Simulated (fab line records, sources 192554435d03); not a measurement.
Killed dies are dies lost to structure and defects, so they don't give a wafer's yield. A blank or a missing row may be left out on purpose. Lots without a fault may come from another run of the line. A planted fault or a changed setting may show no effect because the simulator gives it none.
Chamber matching | flow n5_finfet | N5_PASSIVATION_PECVD_00 on pecvd-01: 3 sister chambers
The step deposits SiO2 from SiH4/N2O, target thk 200 nm, time 11.2 s. 3 wafers are shown with their chamber, then 7 later ones without.

WAFERS WITH THEIR CHAMBER
wafer  | chamber | showerhead_plenum_p_Torr (Torr)
L088.2 | 2       | 7.87
L088.6 | 0       | 8.37
L087.4 | 1       | 7.99

WAFERS WITHOUT THEIR CHAMBER
wafer  | showerhead_plenum_p_Torr (Torr)
L087.5 | 7.86
L090.3 | 7.98
L090.5 | 7.96
L090.6 | 7.88
L092.3 | 7.85
L092.4 | 8.38
L092.5 | 7.85

WHICH CHAMBER EACH WENT THROUGH
wafer  | from the rows above | in truth
L087.5 | 2                   | 2
L090.3 | 1                   | 1
L090.5 | 1                   | 1
L090.6 | 2                   | 2
L092.3 | 2                   | 2
L092.4 | 0                   | 0
L092.5 | 2                   | 2
Placed correctly: 7 of 7. Can't be placed from these rows: 0. Placed wrongly: 0.
How it was worked out, from the rows above alone: a wafer's distance from a chamber is the root of the sum, over the readings, of the square of ((its reading less the chamber's mean) divided by the reading's scatter). The wafer belongs to the nearest chamber; if the next one is less than 2 further off, it can't be placed. A chamber's mean is the mean of its shown wafers. The scatter: with one shown wafer a chamber, the root of the mean of the squares of how far each hidden wafer lies from its nearest shown one.
